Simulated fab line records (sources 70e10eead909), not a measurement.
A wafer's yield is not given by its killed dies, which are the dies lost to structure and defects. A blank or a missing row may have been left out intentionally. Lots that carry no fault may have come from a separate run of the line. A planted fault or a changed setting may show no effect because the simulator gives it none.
fab line records ; flow nand-harc
[record] lots = 6; wafers = 18; last-day = 33
route steps=1302 shown A_M0@1166 A_M1@1169
lots that met no fault: from a run of the same line without faults
start-h: the number of hours between the record's first day and the start of the first shown wafer of the lot ; wait-h: time in hours since the lot's previous step ; " same as the row above ; L1.1+2: one row covering several wafers at once ; - no value, or no start given ; * or withheld: withheld ; < > ~ a bound
route shown NAME@n: names a module that has steps shown in the file, with the first one's number in the route ; usual: mean/standard deviation of fault-free wafers ; same: alike in all rows ; chamber/n: place in a boat ; sites: the reading at each site ; _std_site: their standard deviation ; _edge_site: outer sites' mean less inner sites' ; radius-mm: how far each site lies from the wafer's centre ; mask NAME#n: copy n ; behind: tool/chamber where the wafer was last shaped ; hold: what put the lot on hold/how long, in hours/how the hold closed ; device: which transistor (n, p or np) failed to switch ; end of line: the same wafers' tests at the end of the route ; where a step has no rows: the recipe by itself ; killed: dies that structure and defects cost at the first sort, which is not the same as the wafer's yield ; map: the dies of a wafer, with x for killed, . for not killed, _ for no die there
set.NAME: the setting that was run; set.NAME@STEP: the one run at that earlier step ; model.NAME: the simulator's own value behind a step, which no gauge read
lots at selected steps of the route; one table per step, one row per wafer
services: the hour from which a tool's chamber was out of use, counted from the record's first day as start-h (under 0 if before that day), plus the number of hours and why
[[steps]]
[step NHARC_A_M0_INSPECT_27]
[usual] raw-defect-count = 531/120
lot.wafer;tool;chamber;start-h;wait-h;raw-defect-count
L237.3;defect-inspect-01;-;597.51;0.0;369
L237.4;defect-inspect-01;-;597.51;0.0;374
L237.6;defect-inspect-01;-;597.51;0.0;398
L239.4;defect-inspect-01;-;625.92;0.0;645
L239.5;defect-inspect-01;-;625.92;0.0;632
L239.6;defect-inspect-01;-;625.92;0.0;549
L250.1;defect-inspect-02;-;725.55;0.0;696
L250.2;defect-inspect-02;-;725.55;0.0;689
L250.5;defect-inspect-02;-;725.55;0.0;527
L251.1;defect-inspect-02;-;739.42;0.0;532
L251.3;defect-inspect-02;-;739.42;0.0;372
L251.5;defect-inspect-02;-;739.42;0.0;498
L252.1;defect-inspect-02;-;743.32;0.0;919
L252.2;defect-inspect-02;-;743.32;0.0;463
L252.5;defect-inspect-02;-;743.32;0.0;491
L253.1;defect-inspect-02;-;746.46;0.0;661
L253.4;defect-inspect-02;-;746.46;0.0;510
L253.6;defect-inspect-02;-;746.46;0.0;846
[step NHARC_A_M0_PRE_CLEAN_31]
[recipe] time-s = 12; temp-c = 370; rf-power-w = 300; gas = NH3
[usual] heater-power-w = 654/67
lot.wafer;tool;chamber;start-h;wait-h;heater-power-w;since-wet-clean-h
L237.3;pecvd-01;0;597.59;0.1;592;92
L237.4;pecvd-01;0;597.59;0.1;571;-
L237.6;pecvd-01;1;597.59;0.1;548;-
L239.5;pecvd-02;2;626.03;0.1;744;-
L239.4;pecvd-02;0;626.03;0.1;597;-
L239.6;pecvd-02;1;626.03;0.1;685;-
L250.1;pecvd-01;2;725.82;0.3;660;40
L250.2;pecvd-01;1;725.82;0.3;571;40
L250.5;pecvd-01;0;725.82;0.3;595;-
L251.1;pecvd-01;1;739.49;0.1;571;53
L251.3;pecvd-01;0;739.49;0.1;564;53
L251.5;pecvd-01;0;739.49;0.1;570;-
L252.2;pecvd-04;0;743.40;0.1;602;99
L252.1;pecvd-04;1;743.40;0.1;657;99
L252.5;pecvd-04;0;743.40;0.1;590;-
L253.1;pecvd-02;1;746.54;0.1;658;144
L253.6;pecvd-02;1;746.54;0.1;630;-
L253.4;pecvd-02;2;746.54;0.1;758;-
[step NHARC_A_M0_DEP_32]
[recipe] target-thk-a = 300; temp-c = 370; target-thk-nm = 30; pressure-torr = 3; flow-sccm = 200; rf-w = 450; material = SiCN
[usual] chamber-pressure-Torr = 3.000/0.0065; heater-power-w = 603/66
lot.wafer;tool;chamber;start-h;wait-h;chamber-pressure-Torr;heater-power-w;since-wet-clean-h
L237.3;pecvd-01;0;597.70;0.1;2.997;572;92
L237.4;pecvd-01;0;597.70;0.1;3.015;573;-
L237.6;pecvd-01;1;597.70;0.1;3.006;524;-
L239.5;pecvd-02;2;626.20;0.2;3.000;710;-
L239.4;pecvd-02;0;626.20;0.2;2.998;608;-
L239.6;pecvd-02;1;626.20;0.2;2.994;644;-
L250.1;pecvd-01;2;725.89;0.1;2.990;675;40
L250.2;pecvd-01;1;725.89;0.1;2.990;568;40
L250.5;pecvd-01;0;725.89;0.1;2.993;562;-
L251.1;pecvd-01;1;739.57;0.1;2.999;490;53
L251.3;pecvd-01;0;739.57;0.1;3.002;573;53
L251.5;pecvd-01;0;739.57;0.1;3.004;570;-
L252.2;pecvd-04;0;743.51;0.1;3.003;672;99
L252.1;pecvd-04;1;743.51;0.1;3.015;642;99
L252.5;pecvd-04;0;743.51;0.1;3.003;659;-
L253.1;pecvd-02;1;746.65;0.1;2.998;639;144
L253.6;pecvd-02;1;746.65;0.1;2.997;667;-
L253.4;pecvd-02;2;746.65;0.1;3.000;612;-
[step NHARC_A_M1_DEP_00]
[recipe] target-thk-a = 1825; target-thk-nm = 182.5; temp-c = withheld; pressure-torr = 5; flow-sccm = 200; rf-w = 600; material = SiOC
[step NHARC_A_M1_DEHYDRATE_01]
[recipe] temp-c = 150; time-s = 120
[step NHARC_A_M1_HMDS_02]
[recipe] time-s = 30
[step NHARC_A_M1_COAT_34]
[recipe] temp-c = 200; time-s = 65
[step NHARC_A_M1_COAT_03]
[recipe] spin-rpm = 1500; resist-thk-nm = 90
[step NHARC_A_M1_SOFTBAKE_04]
[recipe] temp-c = 105; time-s = 55
[step NHARC_A_M1_EBR_05]
[step NHARC_A_M1_EXPOSE_06]
[recipe] na = 1.35; target-cd-nm = 120; dose-mj = 75.13; mask-id = A_M1
[step NHARC_A_M1_PEB_07]
[recipe] peb-temp-c = 100; peb-time-s = 65
[usual] heater-power-total-W = 156.6/0.42
lot.wafer;tool;chamber;start-h;wait-h;heater-power-total-W
L237.3;litho-track-06;0;598.69;0.0;157.2
L237.4;litho-track-06;0;598.69;0.0;156.6
L237.6;litho-track-06;0;598.69;0.0;156.4
L239.4;litho-track-06;0;627.22;0.0;156.1
L239.5;litho-track-06;0;627.22;0.0;157.0
L239.6;litho-track-06;0;627.22;0.0;157.0
L250.1;litho-track-06;0;726.91;0.1;372.3
L250.2;litho-track-06;0;726.91;0.1;373.0
L250.5;litho-track-06;0;726.91;0.1;372.1
L251.1;litho-track-06;0;740.61;0.1;373.0
L251.3;litho-track-06;0;740.61;0.1;374.1
L251.5;litho-track-06;0;740.61;0.1;373.5
L252.1;litho-track-01;0;744.64;0.1;156.8
L252.2;litho-track-01;0;744.64;0.1;157.2
L252.5;litho-track-01;0;744.64;0.1;156.0
L253.1;litho-track-04;0;747.77;0.1;156.0
L253.4;litho-track-04;0;747.77;0.1;156.8
L253.6;litho-track-04;0;747.77;0.1;156.3
[step NHARC_A_M1_DEVELOP_08]
[recipe] develop-time-s = 35; dev-temp-c = 23
[step NHARC_A_M1_CD_MEAS_09]
[recipe] target-cd-nm = 120; landing-energy-ev = 500
[usual] cd-nm = 120.1/0.53
[same] landing-energy-ev = 500
lot.wafer;tool;chamber;start-h;wait-h;cd-nm
L237.3;cd-sem-01;0;598.77;-;119.7
L237.4;cd-sem-01;0;598.77;-;119.7
L237.6;cd-sem-01;0;598.77;-;119.7
L239.4;cd-sem-03;0;627.31;-;120.9
L239.5;cd-sem-03;0;627.31;-;121.2
L239.6;cd-sem-03;0;627.31;-;120.4
L250.1;cd-sem-02;0;726.99;-;46.1
L250.2;cd-sem-02;0;726.99;-;45.6
L250.5;cd-sem-02;0;726.99;-;45.4
L251.1;cd-sem-02;0;740.69;-;52.2
L251.3;cd-sem-02;0;740.69;-;51.7
L251.5;cd-sem-02;0;740.69;-;52.1
L252.1;cd-sem-03;0;744.71;-;121.4
L252.2;cd-sem-03;0;744.71;-;120.9
L252.5;cd-sem-03;0;744.71;-;120.6
L253.1;cd-sem-03;0;747.85;-;118.9
L253.4;cd-sem-03;0;747.85;-;119.9
L253.6;cd-sem-03;0;747.85;-;119.3
[step NHARC_A_M1_OVL_MEAS_10]
[recipe] pitch-nm = 240
[usual] overlay-x-nm = 0.1/0.68; overlay-y-nm = -0.1/0.86
lot.wafer;tool;chamber;start-h;wait-h;overlay-x-nm;overlay-y-nm
L237.3;overlay-02;-;598.87;-;0.3;0.8
L237.4;overlay-02;-;598.87;-;0.5;0.6
L237.6;overlay-02;-;598.87;-;0.7;1.5
L239.4;overlay-01;-;627.39;-;-0.8;0.7
L239.5;overlay-01;-;627.39;-;0.1;0.5
L239.6;overlay-01;-;627.39;-;0.1;0.6
L250.1;overlay-02;-;727.08;-;0.2;-0.8
L250.2;overlay-02;-;727.08;-;0.8;-0.9
L250.5;overlay-02;-;727.08;-;1.0;-0.6
L251.1;overlay-01;-;740.78;-;-0.9;-0.8
L251.3;overlay-01;-;740.78;-;-0.7;-0.3
L251.5;overlay-01;-;740.78;-;-0.8;-0.7
L252.1;overlay-01;-;744.80;-;1.0;-1.5
L252.2;overlay-01;-;744.80;-;1.1;-1.5
L252.5;overlay-01;-;744.80;-;0.4;-1.5
L253.1;overlay-02;-;747.94;-;0.0;2.7
L253.4;overlay-02;-;747.94;-;-0.2;2.5
L253.6;overlay-02;-;747.94;-;0.1;1.9
[step NHARC_A_M1_INSPECT_11]
[usual] raw-defect-count = 84/47
lot.wafer;tool;chamber;start-h;wait-h;raw-defect-count
L237.3;defect-inspect-02;-;598.91;0.0;74
L237.4;defect-inspect-02;-;598.91;0.0;71
L237.6;defect-inspect-02;-;598.91;0.0;95
L239.4;defect-inspect-01;-;627.42;0.0;134
L239.5;defect-inspect-01;-;627.42;0.0;124
L239.6;defect-inspect-01;-;627.42;0.0;120
L250.1;defect-inspect-02;-;727.12;0.0;119
L250.2;defect-inspect-02;-;727.12;0.0;108
L250.5;defect-inspect-02;-;727.12;0.0;120
L251.1;defect-inspect-01;-;740.81;0.0;37
L251.3;defect-inspect-01;-;740.81;0.0;64
L251.5;defect-inspect-01;-;740.81;0.0;44
L252.1;defect-inspect-02;-;744.84;0.0;68
L252.2;defect-inspect-02;-;744.84;0.0;66
L252.5;defect-inspect-02;-;744.84;0.0;80
L253.1;defect-inspect-01;-;747.97;0.0;110
L253.4;defect-inspect-01;-;747.97;0.0;149
L253.6;defect-inspect-01;-;747.97;0.0;148
[step NHARC_A_M1_DESCUM_14]
[recipe] time-s = 3; o2-flow-sccm = 200; ar-flow-sccm = 0; bias-power-w = 0; chemistry = O2
[usual] drypump-motor-current-A = 5.9/0.32; oes-product-au = 1.001/0.0072; rf-vpp-V = 57.7/0.95; showerhead-plenum-p-Torr = 1.91/0.096; throttle-valve-pct = 11.313/0.0089
lot.wafer;tool;chamber;start-h;wait-h;drypump-motor-current-A;oes-product-au;rf-hours-counter-h;rf-vpp-V;showerhead-plenum-p-Torr;throttle-valve-pct;model.A_M1.cd-nm
L237.3;rie-diel-12;1;598.98;0.1;6.2;0.998;6.3;56.8;1.85;11.318;119.5
L237.6;rie-diel-12;1;598.98;0.1;6.2;0.997;-;57.8;1.85;11.335;119.7
L237.4;rie-diel-12;2;598.98;0.1;6.2;0.999;-;57.7;1.98;11.309;119.1
L239.4;rie-diel-10;1;627.50;0.1;5.3;1.004;1.0;58.5;1.90;11.310;120.8
L239.6;rie-diel-10;3;627.50;0.1;5.5;0.997;-;56.9;1.83;11.322;120.4
L239.5;rie-diel-10;0;627.50;0.1;5.3;1.002;-;58.2;1.96;11.326;120.6
L250.1;rie-diel-12;1;727.18;0.1;6.2;1.003;6.6;57.3;1.85;11.304;45.92
L250.2;rie-diel-12;2;727.18;0.1;6.2;1.002;7.0;58.6;1.97;11.328;45.64
L250.5;rie-diel-12;2;727.18;0.1;6.2;1.000;-;58.3;1.97;11.308;44.92
L251.3;rie-diel-12;0;740.88;0.1;6.0;1.002;8.5;58.1;2.05;11.304;51.74
L251.1;rie-diel-12;2;740.88;0.1;6.2;0.990;8.2;57.9;1.97;11.322;52.2
L251.5;rie-diel-12;0;740.88;0.1;6.0;0.999;-;59.1;2.05;11.308;52.04
L252.2;rie-diel-12;2;744.90;0.1;6.2;1.005;8.4;58.4;1.97;11.298;120.9
L252.1;rie-diel-12;1;744.90;0.1;6.2;0.998;8.1;56.5;1.85;11.316;121.6
L252.5;rie-diel-12;2;744.90;0.1;6.2;1.004;-;57.5;1.97;11.319;120.9
L253.1;rie-diel-12;3;748.04;0.1;6.0;1.001;8.4;56.5;1.77;11.312;119.7
L253.4;rie-diel-12;2;748.04;0.1;6.2;0.982;8.5;57.3;1.97;11.311;119.3
L253.6;rie-diel-12;0;748.04;0.1;6.0;0.986;-;58.9;2.05;11.324;119.5
[step NHARC_A_M1_ETCH_35]
[recipe] target-depth-a = 400; overetch-a = 120; time-s = 43.94; ion-energy-ev = 200; n2-flow-sccm = 150; h2-flow-sccm = 150; ar-flow-sccm = 0; rf-w = 400; bias-w = 150; chemistry = N2/H2
[usual] drypump-motor-current-A = 5.9/0.32; n2-flow-sccm = 149.9/0.45; oes-product-au = 1.000/0.006; rf-vpp-V = 430.2/3; showerhead-plenum-p-Torr = 2.03/0.1; throttle-valve-pct = 14.172/0.0089
lot.wafer;tool;chamber;start-h;wait-h;drypump-motor-current-A;n2-flow-sccm;oes-product-au;rf-hours-counter-h;rf-vpp-V;showerhead-plenum-p-Torr;throttle-valve-pct
L237.3;rie-diel-12;3;599.07;0.1;6.0;150.6;1.003;6.4;425.3;1.89;14.169
L237.6;rie-diel-12;3;599.07;0.1;6.1;150.3;0.997;-;427.1;1.89;14.183
L237.4;rie-diel-12;1;599.07;0.1;6.2;150.2;0.996;-;429.1;1.97;14.163
L239.4;rie-diel-10;3;627.58;0.1;5.5;150.0;1.011;1.2;427.3;1.95;14.173
L239.5;rie-diel-10;1;627.58;0.1;5.3;150.4;1.001;-;432.1;2.03;14.170
L239.6;rie-diel-10;2;627.58;0.1;5.5;150.2;1.000;-;428.2;1.95;14.187
L250.2;rie-diel-12;0;727.26;0.1;6.0;149.0;0.995;7.9;433.3;2.19;14.182
L250.1;rie-diel-12;1;727.26;0.1;6.2;150.2;0.999;6.6;427.3;1.97;14.174
L250.5;rie-diel-12;0;727.26;0.1;6.0;149.8;1.000;-;435.3;2.19;14.179
L251.3;rie-diel-12;1;740.98;0.1;6.2;150.0;1.003;7.9;429.6;1.97;14.179
L251.1;rie-diel-12;2;740.98;0.1;6.2;149.3;0.997;8.2;433.1;2.11;14.167
L251.5;rie-diel-12;2;740.98;0.1;6.2;149.7;1.003;-;432.1;2.11;14.157
L252.1;rie-diel-12;1;744.99;0.1;6.2;150.7;0.999;8.1;428.6;1.97;14.179
L252.2;rie-diel-12;0;744.99;0.1;6.0;149.9;0.993;8.7;434.2;2.19;14.171
L252.5;rie-diel-12;1;744.99;0.1;6.2;149.7;1.003;-;431.7;1.97;14.167
L253.4;rie-diel-12;3;748.12;0.1;6.1;149.3;1.006;8.4;426.7;1.89;14.187
L253.1;rie-diel-12;2;748.12;0.1;6.2;150.6;1.009;8.5;433.5;2.11;14.174
L253.6;rie-diel-12;3;748.12;0.1;6.1;148.7;1.005;-;425.9;1.89;14.167
[step NHARC_A_M1_ETCH_15]
[recipe] target-depth-a = 1825; time-s = 91.2; c4f8-flow-sccm = withheld; ar-flow-sccm = 400; rf-w = 600; bias-w = 300; chemistry = C4F8/Ar
[usual] oes-product-au = 0.959/0.018; rf-vpp-V = 441/3.1
lot.wafer;tool;chamber;start-h;wait-h;oes-product-au;rf-hours-counter-h;rf-vpp-V
L237.3;rie-diel-12;2;-;-;0.968;5.9;442
L237.4;rie-diel-12;2;-;-;0.973;-;444
L237.6;rie-diel-12;3;-;-;0.975;-;436
L239.4;rie-diel-10;1;-;-;0.989;1.0;440
L239.6;rie-diel-10;0;-;-;0.961;-;442
L239.5;rie-diel-10;1;-;-;0.989;-;440
L250.1;rie-diel-12;2;-;-;0.956;7.0;442
L250.2;rie-diel-12;3;-;-;0.978;7.6;436
L250.5;rie-diel-12;1;-;-;0.961;-;439
L251.1;rie-diel-12;0;-;-;0.965;8.5;444
L251.3;rie-diel-12;2;-;-;0.963;8.3;442
L251.5;rie-diel-12;0;-;-;0.964;-;445
L252.1;rie-diel-12;1;-;-;0.964;8.1;439
L252.2;rie-diel-12;2;-;-;0.960;8.5;444
L252.5;rie-diel-12;0;-;-;0.979;-;445
L253.4;rie-diel-12;0;-;-;0.952;8.8;445
L253.1;rie-diel-12;1;-;-;0.969;8.1;439
L253.6;rie-diel-12;0;-;-;0.951;-;445
[step NHARC_A_M1_CD_MEAS_16]
[usual] cd-nm = 120.0/0.64
lot.wafer;tool;chamber;start-h;wait-h;cd-nm
L237.3;cd-sem-03;-;599.32;-;119.7
L237.4;cd-sem-03;-;599.32;-;119.2
L237.6;cd-sem-03;-;599.32;-;119.8
L239.4;cd-sem-02;-;627.80;-;120.8
L239.5;cd-sem-02;-;627.80;-;121.1
L239.6;cd-sem-02;-;627.80;-;120.3
L250.1;cd-sem-01;-;727.48;-;46.7
L250.2;cd-sem-01;-;727.48;-;45.4
L250.5;cd-sem-01;-;727.48;-;44.7
L251.1;cd-sem-02;-;741.22;-;52.1
L251.3;cd-sem-02;-;741.22;-;52.1
L251.5;cd-sem-02;-;741.22;-;51.9
L252.1;cd-sem-03;-;745.20;-;122.3
L252.2;cd-sem-03;-;745.20;-;120.6
L252.5;cd-sem-03;-;745.20;-;121.5
L253.1;cd-sem-01;-;748.34;-;119.9
L253.4;cd-sem-01;-;748.34;-;119.7
L253.6;cd-sem-01;-;748.34;-;120.0
[step NHARC_A_M1_STRIP_18]
[recipe] power-w = 1000; n2-flow-sccm = 150; h2-flow-sccm = 150; ar-flow-sccm = 0; bias-w = 0; chemistry = N2/H2
[usual] drypump-motor-current-A = 6.01/0.27; n2-flow-sccm = 149.9/0.45; oes-product-au = 0.997/0.0078; power-w = 999/3.1; rf-vpp-V = 90.7/1; showerhead-plenum-p-Torr = 2.04/0.11; throttle-valve-pct = 14.171/0.0088
lot.wafer;tool;chamber;start-h;wait-h;drypump-motor-current-A;n2-flow-sccm;oes-product-au;power-w;rf-hours-counter-h;rf-vpp-V;showerhead-plenum-p-Torr;throttle-valve-pct
L237.3;rie-diel-01;3;599.39;0.1;6.05;149.4;0.997;1005;0.8;88.7;1.99;14.162
L237.4;rie-diel-01;0;599.39;0.1;5.90;149.8;1.001;1005;0.7;91.0;2.21;14.165
L237.6;rie-diel-01;0;599.39;0.1;5.89;149.7;0.999;1007;-;91.6;2.21;14.177
L239.4;rie-diel-01;3;627.94;0.1;6.04;150.9;1.004;997;1.5;90.9;1.99;14.168
L239.5;rie-diel-01;0;627.94;0.1;5.94;150.0;1.004;1000;-;91.8;2.21;14.171
L239.6;rie-diel-01;1;627.94;0.1;6.38;150.4;1.015;997;-;92.0;1.91;14.172
L250.2;rie-diel-01;0;727.58;0.1;5.93;149.2;1.000;1000;3.6;90.4;2.21;14.176
L250.1;rie-diel-01;2;727.58;0.1;6.00;150.1;0.999;998;3.4;91.9;2.09;14.184
L250.5;rie-diel-01;3;727.58;0.1;6.07;150.1;1.014;999;-;89.9;1.99;14.161
L251.1;rie-diel-12;2;741.30;0.1;6.20;150.3;1.000;1005;8.3;91.4;2.11;14.171
L251.3;rie-diel-12;1;741.30;0.1;6.21;149.7;0.996;994;8.0;88.8;1.97;14.168
L251.5;rie-diel-12;1;741.30;0.1;6.19;149.6;0.996;998;-;90.3;1.97;14.170
L252.1;rie-diel-10;0;745.28;0.1;5.38;149.8;1.005;997;8.2;91.8;2.08;14.166
L252.2;rie-diel-10;2;745.28;0.1;5.50;149.1;1.006;1002;6.9;90.7;1.94;14.164
L252.5;rie-diel-10;0;745.28;0.1;5.38;149.8;1.009;996;-;90.2;2.08;14.173
L253.1;rie-diel-01;2;748.41;0.1;6.01;149.5;0.993;995;0.0;90.1;2.09;14.172
L253.4;rie-diel-01;1;748.41;0.1;6.37;149.8;0.997;997;0.0;89.4;1.91;14.161
L253.6;rie-diel-01;2;748.41;0.1;6.00;150.3;0.985;995;-;91.0;2.09;14.175
[step NHARC_A_M1_ETCH_28]
[recipe] target-depth-a = 300; over-etch-frac = 0.3; time-s = 72.99; ion-energy-ev = 150; cf4-flow-sccm = 50; n2-flow-sccm = 100; ar-flow-sccm = 150; rf-w = 300; bias-w = 100; chemistry = CF4/N2
[usual] drypump-motor-current-A = 6.01/0.28; n2-flow-sccm = 100.0/0.3; oes-product-au = 0.998/0.0081; rf-vpp-V = 314.2/2.2; showerhead-plenum-p-Torr = 2.63/0.13; throttle-valve-pct = 19.793/0.0093
[same] over-etch-frac = 0.3
lot.wafer;tool;chamber;start-h;wait-h;drypump-motor-current-A;n2-flow-sccm;oes-product-au;rf-hours-counter-h;rf-vpp-V;showerhead-plenum-p-Torr;throttle-valve-pct;model.A_M1.cd-nm
L237.3;rie-diel-01;1;-;-;6.38;100.3;1.009;0.8;312.7;2.47;19.792;119.3
L237.4;rie-diel-01;0;-;-;5.89;99.8;1.000;0.7;316.5;2.82;19.817;118.8
L237.6;rie-diel-01;1;-;-;6.39;101.0;1.004;-;313.0;2.47;19.798;119.7
L239.4;rie-diel-01;1;-;-;6.40;100.3;1.009;1.7;311.5;2.47;19.785;120.7
L239.5;rie-diel-01;0;-;-;5.92;100.4;0.994;-;318.5;2.82;19.795;121.1
L239.6;rie-diel-01;1;-;-;6.42;100.4;1.001;-;310.7;2.47;19.781;121.2
L250.1;rie-diel-01;0;-;-;5.88;100.3;0.999;3.6;317.0;2.82;19.808;45.87
L250.2;rie-diel-01;2;-;-;5.98;100.3;1.001;3.4;316.4;2.68;19.793;44.66
L250.5;rie-diel-01;0;-;-;5.92;100.3;0.988;-;319.3;2.82;19.799;44.43
L251.1;rie-diel-12;0;-;-;5.98;99.8;0.984;8.6;315.9;2.80;19.782;51.97
L251.3;rie-diel-12;2;-;-;6.16;99.5;0.996;8.4;316.3;2.70;19.808;51.84
L251.5;rie-diel-12;1;-;-;6.23;100.1;0.987;-;313.1;2.54;19.794;52.1
L252.2;rie-diel-10;2;-;-;5.52;99.9;1.008;6.9;313.5;2.51;19.794;120.3
L252.1;rie-diel-10;3;-;-;5.52;100.2;1.017;7.4;313.2;2.51;19.797;122
L252.5;rie-diel-10;1;-;-;5.28;100.1;1.006;-;313.6;2.61;19.812;120.4
L253.1;rie-diel-01;3;-;-;6.01;99.8;0.978;0.1;312.8;2.56;19.797;119.4
L253.4;rie-diel-01;0;-;-;5.91;100.5;0.998;0.0;316.0;2.82;19.789;119.3
L253.6;rie-diel-01;3;-;-;6.02;100.5;0.974;-;313.2;2.56;19.785;119.2
[step NHARC_A_M1_STRIP_19]
[recipe] time-s = 600; temp-c = 30; chemistry = post-etch-residue-remover
[[services]]
tool;chamber;start-h;hours;kind
rie-diel-12;0;576.98;-;clean
rie-diel-12;1;576.98;-;clean
pecvd-04;-;578.11;1.8;repair
rie-diel-01;0;580.30;4.5;repair
rie-diel-12;0;585.52;24.2;repair
pecvd-02;-;589.44;13.0;pm
rie-diel-01;2;591.73;5.4;repair
rie-diel-10;-;596.69;9.0;pm
rie-diel-12;-;622.40;9.0;pm
pecvd-04;-;631.49;13.0;pm
rie-diel-10;3;641.99;8.2;repair
rie-diel-10;0;642.09;5.3;repair
pecvd-01;-;657.51;0.2;repair
rie-diel-12;1;660.46;12.9;repair
pecvd-01;-;673.30;13.0;pm
litho-track-01;-;680.00;7.0;pm
rie-diel-01;3;689.88;10.9;repair
pecvd-01;-;701.63;0.7;repair
litho-track-06;-;704.00;7.0;pm
pecvd-04;-;716.00;1.4;repair
litho-track-04;-;728.00;7.0;pm
rie-diel-12;0;728.41;5.8;repair
rie-diel-01;-;734.95;9.0;pm
rie-diel-12;3;737.89;5.6;repair
[[key]]
[first-sign] step = NHARC_A_M1_PEB_07; reading = heater-power-total-W; direction = up; sigmas = 99+; usual = *; struck = *
[effect] step = NHARC_A_M1_CD_MEAS_09; reading = cd-nm; direction = down; sigmas = 99+; usual = 120.1; struck = 48.9; through = control-loop
[effect] step = NHARC_A_M1_CD_MEAS_16; reading = cd-nm; direction = down; sigmas = 99+; usual = 120.0; struck = 48.8; through = control-loop
[model-effect] step = NHARC_A_M1_DESCUM_14; value = A_M1.cd-nm; without = 119.9; struck = 48.74
[model-effect] step = NHARC_A_M1_ETCH_28; value = A_M1.cd-nm; without = 119.6; struck = 48.48
met-at NHARC_A_M1_PEB_07
struck-wafers L250.1,L250.2,L250.5,L251.1,L251.3,L251.5
later-rows-left-out L250.1,L250.2,L250.5,L251.1,L251.3,L251.5
sort-left-out L250.1,L250.2,L250.5,L251.1,L251.3,L251.5
[loop-trim] step = NHARC_A_M1_EXPOSE_06; setting = dose; lots = L251
onset-between 627.22 726.91
[fault] kind = process-parameter-drift; tool = litho-track-06; chamber = -; onset-h = 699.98; steps = NHARC_A_M1_PEB_07; channel = peb-time-s; offset = *; shape = step; end-h = 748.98; acts-in = *; stated = *
// sort-left-out: the simulated sort isn't trusted on such a fault, so these wafers' sort isn't shown, and their yield isn't known
// later-rows-left-out: the simulator's readings of these wafers behind a module that went badly wrong aren't trusted and aren't shown, but for the sort
// loop-trim: a control loop set the setting to another value than it would have without faults
